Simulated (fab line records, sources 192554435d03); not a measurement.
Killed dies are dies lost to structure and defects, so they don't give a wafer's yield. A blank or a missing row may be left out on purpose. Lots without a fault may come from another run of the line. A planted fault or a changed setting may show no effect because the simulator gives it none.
Chamber matching | flow n5_finfet | N5_HKMG_FIN_ETCH_58 on rie_diel-03: 4 sister chambers
The step etches SOC in N2/H2, target depth 215.8 nm, time 741 s. 30 wafers are shown with their chamber, then 12 later ones without.

WAFERS WITH THEIR CHAMBER
wafer  | chamber | drypump_motor_current_A (A) | showerhead_plenum_p_Torr (Torr) | throttle_valve_pct (%)
L076.1 | 0       | 5.7                         | 2.68                            | 17.85
L076.3 | 3       | 6.3                         | 2.43                            | 18.05
L076.6 | 0       | 5.7                         | 2.68                            | 17.84
L075.2 | 2       | 5.3                         | 2.56                            | 17.93
L075.4 | 2       | 5.3                         | 2.56                            | 17.93
L075.6 | 3       | 6.3                         | 2.43                            | 18.07
L077.1 | 2       | 5.3                         | 2.56                            | 17.94
L077.3 | 3       | 6.3                         | 2.43                            | 18.07
L077.6 | 2       | 5.3                         | 2.56                            | 17.94
L081.1 | 0       | 5.7                         | 2.68                            | 17.85
L081.2 | 3       | 6.3                         | 2.43                            | 18.09
L081.3 | 2       | 5.3                         | 2.56                            | 17.97
L081.4 | 0       | 5.7                         | 2.68                            | 17.87
L081.5 | 3       | 6.3                         | 2.43                            | 18.10
L081.6 | 2       | 5.3                         | 2.56                            | 17.96
L084.1 | 2       | 5.3                         | 2.55                            | 17.96
L084.2 | 0       | 5.7                         | 2.67                            | 17.87
L084.6 | 2       | 5.3                         | 2.55                            | 17.95
L085.1 | 3       | 6.4                         | 2.42                            | 18.10
L085.2 | 0       | 5.7                         | 2.67                            | 17.88
L085.3 | 2       | 5.3                         | 2.55                            | 17.96
L085.4 | 2       | 5.3                         | 2.55                            | 17.98
L085.5 | 3       | 6.3                         | 2.42                            | 18.11
L085.6 | 0       | 5.7                         | 2.67                            | 17.88
L086.1 | 1       | 5.2                         | 2.58                            | 17.88
L086.3 | 0       | 5.7                         | 2.67                            | 17.91
L086.6 | 1       | 5.2                         | 2.58                            | 17.88
L087.1 | 1       | 5.2                         | 2.58                            | 17.90
L087.3 | 2       | 5.3                         | 2.55                            | 18.00
L087.6 | 0       | 5.7                         | 2.67                            | 17.89

SIGNATURES (means of the wafers above)
reading                  | chamber 0 | chamber 1 | chamber 2 | chamber 3 | scatter within a chamber
drypump_motor_current_A  | 5.700     | 5.200     | 5.300     | 6.314     | 0.0182
showerhead_plenum_p_Torr | 2.6744    | 2.5800    | 2.5555    | 2.4271    | 0.00495
throttle_valve_pct       | 17.8711   | 17.8867   | 17.9564   | 18.0843   | 0.0211
Rule: a wafer's distance from a chamber is the root of the sum, over the readings, of the square of ((its reading less the chamber's mean) divided by the reading's scatter). The wafer belongs to the nearest chamber; if the next one is less than 2 further off, it can't be placed. The scatter: the root of (the sum of the squares of (reading less its chamber's mean) over the shown wafers, divided by (wafers less chambers)).

WAFERS WITHOUT THEIR CHAMBER
wafer  | drypump_motor_current_A (A) | showerhead_plenum_p_Torr (Torr) | throttle_valve_pct (%)
L092.3 | 5.3                         | 2.55                            | 18.01
L092.4 | 5.7                         | 2.66                            | 17.91
L092.6 | 5.7                         | 2.66                            | 17.92
L093.1 | 5.3                         | 2.54                            | 18.02
L093.2 | 6.3                         | 2.41                            | 18.14
L093.3 | 5.2                         | 2.57                            | 17.92
L093.4 | 5.6                         | 2.66                            | 17.91
L093.5 | 5.4                         | 2.54                            | 18.01
L093.6 | 5.2                         | 2.57                            | 17.91
L097.2 | 6.3                         | 2.41                            | 18.15
L097.4 | 5.2                         | 2.57                            | 17.92
L097.5 | 6.3                         | 2.41                            | 18.17

WHICH CHAMBER EACH WENT THROUGH
wafer  | from the rows above | in truth
L092.3 | 2                   | 2
L092.4 | 0                   | 0
L092.6 | 0                   | 0
L093.1 | 2                   | 2
L093.2 | 3                   | 3
L093.3 | 1                   | 1
L093.4 | 0                   | 0
L093.5 | 2                   | 2
L093.6 | 1                   | 1
L097.2 | 3                   | 3
L097.4 | 1                   | 1
L097.5 | 3                   | 3
Placed correctly: 12 of 12. Can't be placed from these rows: 0. Placed wrongly: 0.
